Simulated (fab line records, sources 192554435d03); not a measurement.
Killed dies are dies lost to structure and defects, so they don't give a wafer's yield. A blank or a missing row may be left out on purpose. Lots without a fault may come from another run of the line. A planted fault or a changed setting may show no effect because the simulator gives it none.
fab line records | flow n5_finfet
record lots=5 wafers=15 last_day=16
route steps=1938 shown ZERO_LAYER@2 WELL_APT@20
lots that met no fault: from a run of the same line without faults
start_h: hours from the record's first day to the start of the lot's first wafer shown | wait_h: hours since the lot's step before | " the same as in the row above | L1.1+2: a row that stands for several wafers | - no value, or no start given | * or withheld: withheld | < > ~ a bound
route shown NAME@n: a module of which the file shows steps, and the number in the route of the first | usual: mean/standard deviation of fault-free wafers | same: alike in all rows | chamber/n: place in a boat | sites: the reading at each site | _std_site: their standard deviation | _edge_site: outer sites' mean less inner sites' | radius_mm: how far each site lies from the wafer's centre | mask NAME#n: copy n | behind: the tool/chamber that last shaped the wafer | hold: why the lot was held/for how many hours/how that ended | device: the transistor (n, p or np) that didn't switch | end of line: the same wafers' tests at the end of the route | a step without rows: its recipe alone | killed: dies lost to structure and defects at the first sort, not the wafer's yield | map: a wafer's dies, x killed, . not, _ none there
set.NAME: the setting as run; set.NAME@STEP: as run at that earlier step | model.NAME: the simulator's own value behind a step, which no gauge read
lots at some steps of the route; a table a step, a row a wafer
services: from which hour (start_h, from the record's first day; less than 0 if before it) a tool's chamber was out of use, for how many hours, and why
## steps
# step N5_ZERO_LAYER_PRECLEAN_00
# recipe chemistry=SPM time_s=600 temp_c=120 mix=4:1
# usual temp_c=120.00/0.14
# columns lot.wafer tool chamber start_h wait_h temp_c
L074.3 wet_bench-03 2 12.07 0.0 119.99
L074.5 " 6 " " 119.91
L074.6 " 1 " " 120.19
L077.1 wet_bench-04 2 30.07 0.0 119.88
L077.2 " 5 " " 120.15
L077.3 " 6 " " 119.77
L083.3 wet_bench-04 7 66.07 0.0 120.11
L083.5 " 2 " " 120.03
L083.6 " 1 " " 120.12
L086.1 wet_bench-06 7 84.07 0.0 119.94
L086.3 " 0 " " 120.00
L086.5 " 2 " " 119.95
L094.1 wet_bench-06 7 132.07 0.0 120.06
L094.4 " 5 " " 119.88
L094.6 " 4 " " 119.96
# step N5_ZERO_LAYER_SRD_01
# recipe time_s=30 temp_c=23 rinse_liquid=diw dry=n2_spin spin_rpm=1500 dry_time_s=30
# usual temp_c=22.99/0.092
# columns lot.wafer tool chamber start_h wait_h temp_c
L074.3 wet_bench-03 2 12.23 0.0 23.09
L074.5 " 6 " " 23.15
L074.6 " 1 " " 23.04
L077.1 wet_bench-04 2 30.23 0.0 22.96
L077.2 " 5 " " 23.05
L077.3 " 6 " " 23.08
L083.3 wet_bench-04 7 66.23 0.0 23.05
L083.5 " 2 " " 22.97
L083.6 " 1 " " 23.06
L086.1 wet_bench-06 7 84.23 0.0 23.00
L086.3 " 0 " " 22.91
L086.5 " 2 " " 22.93
L094.1 wet_bench-06 7 132.23 0.0 22.95
L094.4 " 5 " " 23.10
L094.6 " 4 " " 22.95
# step N5_ZERO_LAYER_PECVD_02
# recipe material=SiO2 target_thk_a=100 temp_c=400 precursor=SiH4/N2O pressure_torr=0.75 rf_w=275 time_s=6
# usual heater_power_w=782/69 rf_fwd_power_W=272.8/1 showerhead_plenum_p_Torr=8.23/0.14
# columns lot.wafer tool chamber start_h wait_h heater_power_w rf_fwd_power_W showerhead_plenum_p_Torr
L074.3 pecvd-04 2 12.29 0.0 894 272.6 8.46
L074.5 " 0 " " 824 272.9 8.09
L074.6 " 1 " " 791 271.6 8.16
L077.1 pecvd-04 0 30.28 0.0 848 271.7 8.11
L077.2 " 2 " " 870 272.3 8.46
L077.3 " 1 " " 717 272.1 8.19
L083.3 pecvd-04 2 66.31 0.1 881 272.4 8.48
L083.5 " 2 " " 887 272.0 8.49
L083.6 " 0 " " 784 272.6 8.10
L086.1 pecvd-03 2 84.28 0.0 629 274.3 8.07
L086.3 " 0 " " 706 272.8 8.12
L086.5 " 1 " " 694 272.1 8.10
L094.1 pecvd-01 0 132.28 0.0 859 273.2 8.21
L094.4 " 2 " " 765 274.2 8.23
L094.6 " 1 " " 677 270.4 8.29
# step N5_ZERO_LAYER_HMDS_04
# recipe time_s=60 temp_c=120
# usual chill_plate_temp_C=23.01/0.094
# columns lot.wafer tool chamber start_h wait_h chill_plate_temp_C
L074.3 litho_track-05 0 12.36 0.1 23.05
L074.5 " 0 " " 23.08
L074.6 " 0 " " 23.11
L077.1 litho_track-05 0 30.36 0.1 22.97
L077.2 " 0 " " 23.03
L077.3 " 0 " " 23.08
L083.3 litho_track-05 0 66.39 0.1 22.83
L083.5 " 0 " " 22.93
L083.6 " 0 " " 22.89
L086.1 litho_track-03 0 84.36 0.1 22.97
L086.3 " 0 " " 23.07
L086.5 " 0 " " 23.03
L094.1 litho_track-05 0 132.36 0.1 23.08
L094.4 " 0 " " 23.24
L094.6 " 0 " " 23.14
# step N5_ZERO_LAYER_COAT_05
# recipe spin_rpm=1500 resist_thk_nm=1000
# usual chill_plate_temp_C=22.99/0.12 dispense_pressure_kPa=51.51/0.13
# columns lot.wafer tool chamber start_h wait_h chill_plate_temp_C dispense_pressure_kPa
L074.3 litho_track-05 0 - - 22.77 51.39
L074.5 " 0 " " 22.98 51.40
L074.6 " 0 " " 22.77 51.41
L077.1 litho_track-05 0 - - 23.05 51.40
L077.2 " 0 " " 23.19 51.43
L077.3 " 0 " " 23.07 51.40
L083.3 litho_track-05 0 - - 23.01 51.44
L083.5 " 0 " " 23.11 51.44
L083.6 " 0 " " 23.06 51.43
L086.1 litho_track-03 0 - - 23.08 51.63
L086.3 " 0 " " 23.05 51.67
L086.5 " 0 " " 23.19 51.66
L094.1 litho_track-05 0 - - 22.83 51.42
L094.4 " 0 " " 22.93 51.48
L094.6 " 0 " " 22.96 51.49
# step N5_ZERO_LAYER_EBR_07
# recipe solvent=PGMEA ebr_width_mm=1.5
# usual chill_plate_temp_C=23.01/0.1
# columns lot.wafer tool chamber start_h wait_h chill_plate_temp_C
L074.3 litho_track-05 0 - - 22.96
L074.5 " 0 " " 22.97
L074.6 " 0 " " 22.98
L077.1 litho_track-05 0 - - 22.93
L077.2 " 0 " " 22.97
L077.3 " 0 " " 22.86
L083.3 litho_track-05 0 - - 23.05
L083.5 " 0 " " 22.96
L083.6 " 0 " " 22.94
L086.1 litho_track-03 0 - - 23.10
L086.3 " 0 " " 23.04
L086.5 " 0 " " 23.03
L094.1 litho_track-05 0 - - 23.20
L094.4 " 0 " " 23.24
L094.6 " 0 " " 22.95
# step N5_ZERO_LAYER_SOFTBAKE_06
# recipe temp_c=100 time_s=90
# usual chill_plate_temp_C=23.02/0.11
# columns lot.wafer tool chamber start_h wait_h chill_plate_temp_C
L074.3 litho_track-05 0 - - 23.01
L074.5 " 0 " " 23.14
L074.6 " 0 " " 22.84
L077.1 litho_track-05 0 - - 23.01
L077.2 " 0 " " 22.98
L077.3 " 0 " " 23.04
L083.3 litho_track-05 0 - - 22.87
L083.5 " 0 " " 23.08
L083.6 " 0 " " 23.05
L086.1 litho_track-03 0 - - 23.08
L086.3 " 0 " " 22.82
L086.5 " 0 " " 22.99
L094.1 litho_track-05 0 - - 23.13
L094.4 " 0 " " 23.19
L094.6 " 0 " " 23.14
# step N5_ZERO_LAYER_EXPOSE_08
# recipe mask_id=ZERO na=0.55 source_shape=conventional sigma_outer=0.8 polarization=unpolarized defocus_nm=0 target_cd_nm=2000 dose_mj=16.2
# usual focus_offset_nm=-0.2/0.49
# same na=0.55
# columns lot.wafer tool chamber start_h wait_h mask focus_offset_nm
L074.3 krf_scanner-02 0 12.61 - ZERO#0 0.5
L074.5 " 0 " " ZERO#0 -0.1
L074.6 " 0 " " ZERO#0 0.2
L077.1 krf_scanner-02 0 30.59 - ZERO#0 -0.5
L077.2 " 0 " " ZERO#0 -0.4
L077.3 " 0 " " ZERO#0 -1.0
L083.3 krf_scanner-02 0 66.63 - ZERO#0 -0.6
L083.5 " 0 " " ZERO#0 -0.6
L083.6 " 0 " " ZERO#0 -1.3
L086.1 krf_scanner-01 0 84.46 - ZERO#0 0.3
L086.3 " 0 " " ZERO#0 -0.3
L086.5 " 0 " " ZERO#0 -0.4
L094.1 krf_scanner-02 0 132.46 - ZERO#0 -0.3
L094.4 " 0 " " ZERO#0 -0.2
L094.6 " 0 " " ZERO#0 -0.8
# step N5_ZERO_LAYER_PEB_09
# recipe peb_temp_c=withheld peb_time_s=*
# usual chill_plate_temp_C=*
# columns lot.wafer tool chamber start_h wait_h chill_plate_temp_C
L074.3 litho_track-05 0 12.65 0.0 *
L074.5 " 0 " " *
L074.6 " 0 " " *
L077.1 litho_track-03 0 30.65 0.1 *
L077.2 " 0 " " *
L077.3 " 0 " " *
L083.3 litho_track-03 0 66.68 0.0 *
L083.5 " 0 " " *
L083.6 " 0 " " *
L086.1 litho_track-05 0 84.52 0.1 *
L086.3 " 0 " " *
L086.5 " 0 " " *
L094.1 litho_track-05 0 132.52 0.1 *
L094.4 " 0 " " *
L094.6 " 0 " " *
# step N5_ZERO_LAYER_DEVELOP_10
# recipe develop_time_s=60 rinse_liquid=diw dry=air_spin dev_temp_c=21
# usual chill_plate_temp_C=23.01/0.094 developer_temp_C=21.00/0.11
# columns lot.wafer tool chamber start_h wait_h chill_plate_temp_C developer_temp_C
L074.3 litho_track-05 0 - - 23.05 20.87
L074.5 " 0 " " 23.10 20.93
L074.6 " 0 " " 22.95 20.72
L077.1 litho_track-03 0 - - 23.01 21.07
L077.2 " 0 " " 22.98 21.00
L077.3 " 0 " " 22.95 20.99
L083.3 litho_track-03 0 - - 23.03 20.94
L083.5 " 0 " " 22.74 21.14
L083.6 " 0 " " 23.01 21.06
L086.1 litho_track-05 0 - - 22.86 20.88
L086.3 " 0 " " 22.81 20.79
L086.5 " 0 " " 23.00 20.85
L094.1 litho_track-05 0 - - 22.99 20.98
L094.4 " 0 " " 22.92 20.89
L094.6 " 0 " " 23.11 21.02
# step N5_ZERO_LAYER_HARDBAKE_23
# recipe temp_c=130 time_s=120
# usual chill_plate_temp_C=23.00/0.099
# columns lot.wafer tool chamber start_h wait_h chill_plate_temp_C
L074.3 litho_track-05 0 - - 23.05
L074.5 " 0 " " 22.81
L074.6 " 0 " " 22.93
L077.1 litho_track-03 0 - - 23.02
L077.2 " 0 " " 22.96
L077.3 " 0 " " 22.99
L083.3 litho_track-03 0 - - 23.08
L083.5 " 0 " " 22.87
L083.6 " 0 " " 23.10
L086.1 litho_track-05 0 - - 23.08
L086.3 " 0 " " 23.14
L086.5 " 0 " " 23.13
L094.1 litho_track-05 0 - - 22.98
L094.4 " 0 " " 22.91
L094.6 " 0 " " 22.89
# step N5_ZERO_LAYER_CD_MEAS_11
# recipe target_cd_nm=2000 landing_energy_ev=500 detector=se_inlens
# usual cd_nm=1999.8/2.1
# columns lot.wafer tool chamber start_h wait_h cd_nm
L074.3 cd_sem-02 0 12.78 - 2000.3
L074.5 " 0 " " 1997.2
L074.6 " 0 " " 1994.9
L077.1 cd_sem-01 0 30.77 - 2000.8
L077.2 " 0 " " 2000.9
L077.3 " 0 " " 1999.3
L083.3 cd_sem-01 0 66.80 - 2002.9
L083.5 " 0 " " 1999.9
L083.6 " 0 " " 2001.4
L086.1 cd_sem-01 0 84.64 - 1997.4
L086.3 " 0 " " 1997.0
L086.5 " 0 " " 2000.4
L094.1 cd_sem-02 0 132.64 - 1998.6
L094.4 " 0 " " 1997.0
L094.6 " 0 " " 1997.4
# step N5_ZERO_LAYER_DESCUM_16
# recipe chemistry=O2 time_s=7.9 source_power_w=50 bias_power_w=20 pressure_mtorr=20 rf_frequency_hz=2.712e+07 temp_c=40 o2_flow_sccm=225
# usual bias_power_w=20.00/0.06 drypump_motor_current_A=5.5/0.36 oes_product_au=0.77/0.077 rf_fwd_power_W=49.38/0.22 rf_vpp_V=243.6/1.3 showerhead_plenum_p_Torr=2.12/0.067 temp_c=40.01/0.12 throttle_valve_pct=20.57/0.22
# columns lot.wafer tool chamber start_h wait_h bias_power_w drypump_motor_current_A oes_product_au rf_fwd_power_W rf_hours_counter_h rf_vpp_V showerhead_plenum_p_Torr temp_c throttle_valve_pct
L074.3 rie_diel-02 3 12.84 0.1 20.05 5.8 0.75 49.30 175 243.7 2.08 39.86 20.69
L074.5 " 3 " " 20.11 5.8 0.75 49.28 - 243.9 2.08 39.96 20.68
L074.6 " 2 " " 19.99 5.6 0.74 49.53 - 243.8 2.13 39.98 20.11
L077.1 rie_diel-02 2 31.68 0.9 20.05 5.6 0.74 49.41 200 244.7 2.13 40.07 20.13
L077.2 " 3 " " 19.86 5.7 0.74 49.47 183 245.1 2.08 39.85 20.70
L077.3 " 1 " " 19.99 5.9 0.74 49.19 167 241.5 2.12 40.01 20.43
L083.3 rie_diel-06 2 66.84 0.0 20.04 5.0 0.91 49.29 29 244.2 2.17 39.90 20.47
L083.5 " 1 " " 19.99 6.0 0.72 49.35 - 245.5 2.19 39.88 20.76
L083.6 " 0 " " 19.92 5.3 0.78 49.07 - 245.1 2.22 39.92 20.51
L086.1 rie_diel-01 1 84.68 0.0 19.94 5.5 0.76 49.51 130 245.0 2.17 40.09 20.34
L086.3 " 0 " " 20.03 5.3 0.95 49.36 9 245.0 2.14 39.76 20.65
L086.5 " 2 " " 20.07 5.9 0.74 49.47 - 244.3 2.06 39.98 20.60
L094.1 rie_diel-06 3 132.68 0.0 19.98 4.9 0.72 49.38 207 242.7 1.99 40.05 20.91
L094.4 " 0 " " 20.09 5.3 0.76 48.87 145 244.3 2.21 39.96 20.54
L094.6 " 1 " " 20.10 5.9 0.71 49.16 - 244.8 2.18 40.03 20.79
# step N5_ZERO_LAYER_ETCH_17
# recipe chemistry=CF4 target=SiO2 target_depth_a=120 time_s=13.3 ion_energy_ev=350 pressure_mtorr=40 source_w=450 bias_w=215 Ar_flow_sccm=100 cf4_flow_sccm=100
# usual bias_w=215.1/0.59 drypump_motor_current_A=5.5/0.36 oes_product_au=0.77/0.076 rf_fwd_power_W=446.0/1.6 rf_vpp_V=950/3.7 showerhead_plenum_p_Torr=2.16/0.051 throttle_valve_pct=15.76/0.28
# columns lot.wafer tool chamber start_h wait_h bias_w drypump_motor_current_A oes_product_au rf_fwd_power_W rf_hours_counter_h rf_vpp_V showerhead_plenum_p_Torr throttle_valve_pct
L074.3 rie_diel-02 3 12.88 0.0 214.4 5.7 0.74 445.3 175 949 2.12 15.85
L074.5 " 3 " " 214.2 5.8 0.74 446.3 - 949 2.12 15.82
L074.6 " 2 " " 215.7 5.6 0.72 445.2 - 953 2.19 15.51
L077.1 rie_diel-02 2 31.71 0.0 216.0 5.6 0.71 445.8 200 950 2.19 15.54
L077.2 " 3 " " 214.8 5.7 0.74 444.6 183 949 2.12 15.83
L077.3 " 1 " " 215.6 5.9 0.74 446.2 167 947 2.15 15.53
L083.3 rie_diel-06 2 66.88 0.0 215.3 5.0 0.94 446.7 29 952 2.16 15.39
L083.5 " 1 " " 215.3 5.9 0.73 444.4 - 954 2.22 15.86
L083.6 " 0 " " 215.7 5.3 0.79 444.8 - 955 2.23 15.44
L086.1 rie_diel-01 1 84.71 0.0 215.3 5.5 0.76 448.3 130 955 2.22 15.67
L086.3 " 0 " " 215.3 5.3 0.93 446.4 9 951 2.20 15.81
L086.5 " 2 " " 215.1 5.9 0.74 447.8 - 948 2.13 15.97
L094.1 rie_diel-06 3 132.71 0.0 214.7 4.9 0.72 447.2 207 943 2.07 16.32
L094.4 " 0 " " 214.9 5.4 0.77 441.2 145 955 2.22 15.49
L094.6 " 1 " " 214.3 6.0 0.71 444.9 - 954 2.21 15.90
# step N5_ZERO_LAYER_ETCH_18
# recipe chemistry=HBr/Cl2 target=Si target_depth_a=1200 time_s=40 pressure_mtorr=10 icp_w=800 bias_w=75 HBr_flow_sccm=150 Cl2_flow_sccm=80
# usual bias_w=75.01/0.22 drypump_motor_current_A=5.9/0.46 oes_product_au=1.007/0.01 rf_fwd_power_W=795.7/2.8 throttle_valve_pct=36.3/0.46
# columns lot.wafer tool chamber start_h wait_h bias_w drypump_motor_current_A oes_product_au rf_fwd_power_W rf_hours_counter_h throttle_valve_pct
L074.3 rie_si-03 1 12.95 0.0 74.99 5.7 1.009 795.1 94 36.1
L074.5 " 0 " " 75.39 6.1 0.986 791.0 - 36.4
L074.6 " 3 " " 74.78 6.2 1.014 797.5 - 35.8
L077.1 rie_si-04 1 31.78 0.0 75.33 6.4 1.007 798.5 47 37.0
L077.2 " 2 " " 74.94 5.8 1.018 795.2 98 36.2
L077.3 " 3 " " 75.18 5.4 1.006 792.5 95 36.8
L083.3 rie_si-05 3 66.95 0.0 75.28 6.4 1.010 799.8 23 36.9
L083.5 " 3 " " 75.02 6.4 1.006 798.7 - 36.9
L083.6 " 1 " " 74.74 5.2 1.026 794.2 - 35.8
L086.1 rie_si-03 2 84.79 0.0 74.79 6.5 0.998 794.0 20 36.8
L086.3 " 3 " " 75.04 6.2 1.016 799.0 181 35.8
L086.5 " 2 " " 74.95 6.5 1.006 791.9 - 36.9
L094.1 rie_si-05 1 132.79 0.0 74.99 5.2 1.021 798.7 122 35.8
L094.4 " 1 " " 74.83 5.2 1.012 795.4 - 35.8
L094.6 " 3 " " 75.30 6.4 1.009 795.7 - 36.9
# step N5_ZERO_LAYER_STRIP_24
# recipe chemistry=O2 power_w=1000 temp_c=250 overash_fraction=0.3 pressure_mtorr=1000 o2_flow_sccm=6750
# usual drypump_motor_current_A=5.9/0.43 heater_power_w=327/22 oes_product_au=0.647/0.0043 strip_time_to_endpoint_s=43.86/0.1 temp_c=250.01/0.19
# columns lot.wafer tool chamber start_h wait_h drypump_motor_current_A heater_power_w oes_product_au rf_hours_counter_h strip_time_to_endpoint_s temp_c
L074.3 plasma_asher-01 0 13.08 0.1 6.3 321 0.641 - 43.85 249.85
L074.5 " 0 " " 6.3 317 0.641 - 43.93 249.79
L074.6 " 1 " " 5.3 307 0.647 - 43.96 250.13
L077.1 plasma_asher-01 0 31.89 0.1 6.2 312 0.645 26 43.92 250.12
L077.2 " 1 " " 5.4 298 0.646 26 43.86 249.96
L077.3 " 0 " " 6.3 319 0.649 - 43.85 249.98
L083.3 plasma_asher-02 1 67.40 0.4 5.7 360 0.653 - 43.90 249.72
L083.5 " 0 " " 6.4 348 0.647 - 43.97 249.97
L083.6 " 1 " " 5.7 370 0.647 - 43.86 249.80
L086.1 plasma_asher-01 0 84.89 0.1 6.2 317 0.649 34 43.85 250.10
L086.3 " 0 " " 6.3 323 0.645 - 43.79 250.12
L086.5 " 0 " " 6.3 313 0.647 - 43.85 250.07
L094.1 plasma_asher-02 1 132.89 0.1 5.8 364 0.651 100 43.88 250.19
L094.4 " 0 " " 6.5 349 0.647 - 43.87 249.96
L094.6 " 0 " " 6.4 351 0.645 - 43.89 249.59
# step N5_ZERO_LAYER_STRIP_19
# recipe chemistry=SPM time_s=900 temp_c=130 h2so4_h2o2_vol_ratio=4 dry=ipa_marangoni
# usual temp_c=130.00/0.13
# columns lot.wafer tool chamber start_h wait_h temp_c
L074.3 wet_bench-06 2 13.15 0.0 130.01
L074.5 " 6 " " 129.85
L074.6 " 0 " " 130.09
L077.1 wet_bench-06 5 31.98 0.1 130.17
L077.2 " 2 " " 130.06
L077.3 " 6 " " 129.97
L083.3 wet_bench-03 4 67.47 0.0 130.10
L083.5 " 3 " " 129.95
L083.6 " 7 " " 129.91
L086.1 wet_bench-06 1 84.98 0.1 129.87
L086.3 " 4 " " 129.76
L086.5 " 0 " " 129.96
L094.1 wet_bench-03 5 132.98 0.1 129.86
L094.4 " 4 " " 129.85
L094.6 " 3 " " 129.76
# step N5_ZERO_LAYER_INSPECT_20
# recipe inspect_instrument=darkfield mode=post_clean
# usual raw_defect_count=37/13
# columns lot.wafer tool chamber start_h wait_h raw_defect_count
L074.3 defect_inspect-01 - 13.43 0.0 32
L074.5 " - " " 39
L074.6 " - " " 40
L077.1 defect_inspect-01 - 32.25 0.0 53
L077.2 " - " " 54
L077.3 " - " " 61
L083.3 defect_inspect-02 - 67.75 0.0 43
L083.5 " - " " 51
L083.6 " - " " 40
L086.1 defect_inspect-02 - 85.25 0.0 33
L086.3 " - " " 21
L086.5 " - " " 25
L094.1 defect_inspect-01 - 133.27 0.0 23
L094.4 " - " " 31
L094.6 " - " " 31
# step N5_WELL_APT_HMDS_01
# recipe time_s=60 temp_c=120
# usual chill_plate_temp_C=23.00/0.11
# columns lot.wafer tool chamber start_h wait_h chill_plate_temp_C
L074.3 litho_track-05 0 13.46 0.0 22.98
L074.5 " 0 " " 22.77
L074.6 " 0 " " 22.89
L077.1 litho_track-05 0 32.28 0.0 22.98
L077.2 " 0 " " 22.95
L077.3 " 0 " " 22.87
L083.3 litho_track-04 0 67.78 0.0 22.97
L083.5 " 0 " " 23.04
L083.6 " 0 " " 22.90
L086.1 litho_track-01 0 85.28 0.0 22.98
L086.3 " 0 " " 22.98
L086.5 " 0 " " 23.08
L094.1 litho_track-01 0 133.31 0.0 23.09
L094.4 " 0 " " 23.22
L094.6 " 0 " " 23.10
# step N5_WELL_APT_COAT_02
# recipe spin_rpm=1357 resist_thk_nm=950
# usual chill_plate_temp_C=22.99/0.11 dispense_pressure_kPa=49/3.1
# columns lot.wafer tool chamber start_h wait_h chill_plate_temp_C dispense_pressure_kPa
L074.3 litho_track-05 0 - - 22.90 51
L074.5 " 0 " " 22.93 51
L074.6 " 0 " " 23.08 51
L077.1 litho_track-05 0 - - 22.87 51
L077.2 " 0 " " 22.95 51
L077.3 " 0 " " 22.95 51
L083.3 litho_track-04 0 - - 22.72 51
L083.5 " 0 " " 22.96 51
L083.6 " 0 " " 22.84 51
L086.1 litho_track-01 0 - - 23.05 45
L086.3 " 0 " " 23.05 45
L086.5 " 0 " " 23.10 45
L094.1 litho_track-01 0 - - 22.91 45
L094.4 " 0 " " 23.02 45
L094.6 " 0 " " 23.01 45
# step N5_WELL_APT_EBR_04
# recipe solvent=PGMEA ebr_width_mm=1.5
# usual chill_plate_temp_C=23.00/0.097
# columns lot.wafer tool chamber start_h wait_h chill_plate_temp_C
L074.3 litho_track-05 0 - - 22.92
L074.5 " 0 " " 22.96
L074.6 " 0 " " 23.04
L077.1 litho_track-05 0 - - 22.98
L077.2 " 0 " " 22.89
L077.3 " 0 " " 22.87
L083.3 litho_track-04 0 - - 23.01
L083.5 " 0 " " 23.21
L083.6 " 0 " " 22.94
L086.1 litho_track-01 0 - - 23.16
L086.3 " 0 " " 22.92
L086.5 " 0 " " 22.98
L094.1 litho_track-01 0 - - 23.10
L094.4 " 0 " " 23.15
L094.6 " 0 " " 23.03
# step N5_WELL_APT_SOFTBAKE_03
# recipe temp_c=130 time_s=60
# usual chill_plate_temp_C=22.97/0.11
# columns lot.wafer tool chamber start_h wait_h chill_plate_temp_C
L074.3 litho_track-05 0 - - 23.05
L074.5 " 0 " " 22.97
L074.6 " 0 " " 22.99
L077.1 litho_track-05 0 - - 22.92
L077.2 " 0 " " 22.87
L077.3 " 0 " " 22.98
L083.3 litho_track-04 0 - - 22.84
L083.5 " 0 " " 22.98
L083.6 " 0 " " 23.09
L086.1 litho_track-01 0 - - 22.96
L086.3 " 0 " " 22.93
L086.5 " 0 " " 23.10
L094.1 litho_track-01 0 - - 22.70
L094.4 " 0 " " 22.85
L094.6 " 0 " " 22.85
# step N5_WELL_APT_EXPOSE_05
# recipe mask_id=NWELL na=0.8 source_shape=conventional sigma_outer=0.8 polarization=unpolarized defocus_nm=0 target_cd_nm=200 dose_mj=20.3
# usual focus_offset_nm=-0.2/0.47
# same na=0.8
# columns lot.wafer tool chamber start_h wait_h mask focus_offset_nm
L074.3 krf_scanner-01 0 13.69 - NWELL#0 -0.6
L074.5 " 0 " " NWELL#0 0.2
L074.6 " 0 " " NWELL#0 1.0
L077.1 krf_scanner-01 0 32.51 - NWELL#0 -0.5
L077.2 " 0 " " NWELL#0 -1.3
L077.3 " 0 " " NWELL#0 -1.4
L083.3 krf_scanner-02 0 68.01 - NWELL#0 -0.9
L083.5 " 0 " " NWELL#0 0.6
L083.6 " 0 " " NWELL#0 0.6
L086.1 krf_scanner-02 0 85.51 - NWELL#0 0.4
L086.3 " 0 " " NWELL#0 -0.2
L086.5 " 0 " " NWELL#0 0.3
L094.1 krf_scanner-01 0 133.41 - NWELL#0 0.5
L094.4 " 0 " " NWELL#0 -0.1
L094.6 " 0 " " NWELL#0 -0.4
# step N5_WELL_APT_PEB_06
# recipe peb_temp_c=130 peb_time_s=90
# usual chill_plate_temp_C=23.03/0.12
# columns lot.wafer tool chamber start_h wait_h chill_plate_temp_C
L074.3 litho_track-04 0 13.74 0.0 23.15
L074.5 " 0 " " 23.13
L074.6 " 0 " " 23.17
L077.1 litho_track-01 0 32.56 0.1 23.03
L077.2 " 0 " " 23.04
L077.3 " 0 " " 23.04
L083.3 litho_track-01 0 68.06 0.0 23.15
L083.5 " 0 " " 22.95
L083.6 " 0 " " 22.96
L086.1 litho_track-01 0 85.57 0.1 23.02
L086.3 " 0 " " 23.02
L086.5 " 0 " " 23.00
L094.1 litho_track-05 0 133.46 0.1 22.91
L094.4 " 0 " " 22.84
L094.6 " 0 " " 23.01
# step N5_WELL_APT_DEVELOP_07
# recipe develop_time_s=45 rinse_liquid=surfactant_rinse dry=air_spin dev_temp_c=21
# usual chill_plate_temp_C=23.00/0.11 developer_temp_C=21.02/0.094
# columns lot.wafer tool chamber start_h wait_h chill_plate_temp_C developer_temp_C
L074.3 litho_track-04 0 - - 23.16 21.06
L074.5 " 0 " " 23.08 20.97
L074.6 " 0 " " 23.10 20.88
L077.1 litho_track-01 0 - - 23.09 21.07
L077.2 " 0 " " 22.97 21.05
L077.3 " 0 " " 22.96 20.99
L083.3 litho_track-01 0 - - 22.92 21.07
L083.5 " 0 " " 22.95 20.96
L083.6 " 0 " " 22.77 21.07
L086.1 litho_track-01 0 - - 23.16 21.00
L086.3 " 0 " " 23.12 21.07
L086.5 " 0 " " 23.05 21.02
L094.1 litho_track-05 0 - - 22.83 20.94
L094.4 " 0 " " 22.93 20.95
L094.6 " 0 " " 23.02 20.91
# step N5_WELL_APT_HARDBAKE_12
# recipe temp_c=130 time_s=120
# usual chill_plate_temp_C=23.00/0.091
# columns lot.wafer tool chamber start_h wait_h chill_plate_temp_C
L074.3 litho_track-04 0 - - 23.02
L074.5 " 0 " " 22.88
L074.6 " 0 " " 23.02
L077.1 litho_track-01 0 - - 22.98
L077.2 " 0 " " 23.04
L077.3 " 0 " " 23.02
L083.3 litho_track-01 0 - - 22.90
L083.5 " 0 " " 22.86
L083.6 " 0 " " 22.79
L086.1 litho_track-01 0 - - 23.06
L086.3 " 0 " " 22.98
L086.5 " 0 " " 23.11
L094.1 litho_track-05 0 - - 23.04
L094.4 " 0 " " 23.09
L094.6 " 0 " " 23.03
# step N5_WELL_APT_CD_MEAS_08
# recipe target_cd_nm=200 landing_energy_ev=500 detector=se_inlens
# usual cd_nm=199.0/1.9
# columns lot.wafer tool chamber start_h wait_h cd_nm
L074.3 cd_sem-01 0 13.86 - 200.1
L074.5 " 0 " " 201.2
L074.6 " 0 " " 198.4
L077.1 cd_sem-01 0 32.68 - 196.2
L077.2 " 0 " " 197.2
L077.3 " 0 " " 198.1
L083.3 cd_sem-02 0 68.18 - 201.5
L083.5 " 0 " " 199.7
L083.6 " 0 " " 196.4
L086.1 cd_sem-01 0 85.68 - 198.7
L086.3 " 0 " " 198.3
L086.5 " 0 " " 198.5
L094.1 cd_sem-01 0 133.58 - 196.0
L094.4 " 0 " " 200.2
L094.6 " 0 " " 199.8
# step N5_WELL_APT_OVL_MEAS_09
# recipe points_per_wafer=44
# usual NWELL_OVL=2/4.8
# same points_per_wafer=44
# columns lot.wafer tool chamber start_h wait_h NWELL_OVL[nm]
L074.3 overlay-02 0 13.88 0.0 -3
L074.5 " 0 " " 3
L074.6 " 0 " " 4
L077.1 overlay-02 0 32.71 0.0 2
L077.2 " 0 " " 7
L077.3 " 0 " " 4
L083.3 overlay-02 0 68.20 0.0 11
L083.5 " 0 " " 6
L083.6 " 0 " " 9
L086.1 overlay-01 0 85.71 0.0 3
L086.3 " 0 " " 1
L086.5 " 0 " " 6
L094.1 overlay-02 0 133.61 0.0 -8
L094.4 " 0 " " 4
L094.6 " 0 " " 5
# step N5_WELL_APT_INSPECT_10
# recipe mode=adi inspect_instrument=macro
# usual raw_defect_count=2.1/1.5
# columns lot.wafer tool chamber start_h wait_h raw_defect_count
L074.3 defect_inspect-01 - 13.91 0.0 2
L074.5 " - " " 0
L074.6 " - " " 1
L077.1 defect_inspect-01 - 32.73 0.0 2
L077.2 " - " " 1
L077.3 " - " " 1
L083.3 defect_inspect-01 - 68.23 0.0 1
L083.5 " - " " 3
L083.6 " - " " 1
L086.1 defect_inspect-02 - 85.73 0.0 2
L086.3 " - " " 3
L086.5 " - " " 2
L094.1 defect_inspect-01 - 133.63 0.0 3
L094.4 " - " " 3
L094.6 " - " " 1
## services
# columns tool chamber start_h hours kind
plasma_asher-02 - -1.49 1.2 repair
krf_scanner-02 - -1.42 4.4 pm
pecvd-04 1 1.61 3.6 repair
pecvd-04 - 9.31 1.8 repair
krf_scanner-02 - 17.49 0.8 pm
wet_bench-04 - 23.36 2.0 repair
rie_diel-01 - 30.20 1.6 repair
rie_diel-06 0 30.96 1.5 repair
rie_si-03 - 31.87 15.6 pm
rie_diel-02 2 37.70 1.8 repair
rie_si-05 2 44.85 17.9 repair
krf_scanner-02 - 45.45 1.3 pm
rie_diel-02 0 51.40 10.9 repair
krf_scanner-02 - 58.25 6.0 pm
pecvd-04 1 58.50 9.0 repair
krf_scanner-01 - 64.25 1.3 pm
plasma_asher-01 - 67.06 1.7 repair
krf_scanner-02 - 78.95 0.2 repair
rie_si-05 3 84.61 8.1 repair
krf_scanner-01 - 89.14 1.0 pm
rie_diel-01 - 94.56 2.8 pm
krf_scanner-01 - 94.70 0.8 pm
rie_si-03 - 101.71 0.5 repair
rie_diel-06 1 127.09 2.5 repair
## key
fault none
